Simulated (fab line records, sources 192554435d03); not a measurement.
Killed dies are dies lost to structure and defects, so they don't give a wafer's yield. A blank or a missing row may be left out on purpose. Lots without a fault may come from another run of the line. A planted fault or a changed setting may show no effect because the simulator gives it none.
One fault seen from 2 desks | flow n5_finfet | each desk has only its own numbers; what lay behind them comes last

THE METROLOGY DESK
What the gauges read, lot by lot, whatever tool the lot ran on: means of the sampled wafers that have a number. A lot is out of limits, marked OUT, if its mean lies more than 4 standard deviations from the usual mean; the brackets give that distance.
Columns: A = PAD_OVL at N5_PASSIVATION_OVL_MEAS_63, usual -4 nm; B = cd_nm at N5_PASSIVATION_CD_MEAS_44, usual 40000 nm
lot  | first seen here | A   | B
L954 | day 11 21:18    | -4  | 39999
L956 | day 12 05:06    | 3   | 40000
L955 | day 12 19:21    | -9  | 39996
L957 | day 13 05:19    | -6  | 39998
L958 | day 13 19:16    | -7  | 40001
L959 | day 13 22:38    | -4  | 39999
L969 | day 16 06:08    | -11 | 40000
L967 | day 16 06:59    | -12 | 40000
L972 | day 16 20:55    | -6  | 39999
L973 | day 16 21:51    | 0   | 40004
L974 | day 17 20:32    | -4  | 40001
This desk's finding: nothing out of limits on any of the 11 lots.

THE TOOL OWNER'S DESK: rie_metal-01
The tool's own readings at N5_PASSIVATION_ETCH_59 (etches TaN in Cl2/BCl3, target depth 65 nm, time 34.9 s): means of the sampled wafers that have a number, for each lot that ran on this tool. A lot is out of limits, marked OUT, if its mean lies more than 4 standard deviations from the usual mean; the brackets give that distance.
Columns: A = chamber_pressure_mTorr at N5_PASSIVATION_ETCH_59, usual 10.000 mTorr; B = drypump_motor_current_A at N5_PASSIVATION_ETCH_59, usual 5.7 A; C = he_backside_leak_sccm at N5_PASSIVATION_ETCH_59, usual 3.43 sccm; D = oes_product_au at N5_PASSIVATION_ETCH_59, usual 0.76 a.u.; E = throttle_valve_pct at N5_PASSIVATION_ETCH_59, usual 21.06 %
lot  | first seen here | A      | B   | C    | D    | E
L956 | day 12 05:40    | 10.004 | 5.3 | 3.31 | 0.83 | 21.08
L958 | day 13 19:49    | 9.996  | 5.3 | 3.32 | 0.82 | 21.06
L969 | day 16 06:47    | 9.994  | 5.2 | 3.42 | 0.81 | 21.07
L967 | day 16 07:34    | 9.994  | 5.3 | 3.46 | 0.81 | 21.09
This desk's finding: nothing out of limits on any of the 4 lots.

PUT TOGETHER
The metrology desk saw nothing out of limits.
The tool owner's desk saw nothing out of limits.

WHAT THE SIMULATOR HAD PUT IN
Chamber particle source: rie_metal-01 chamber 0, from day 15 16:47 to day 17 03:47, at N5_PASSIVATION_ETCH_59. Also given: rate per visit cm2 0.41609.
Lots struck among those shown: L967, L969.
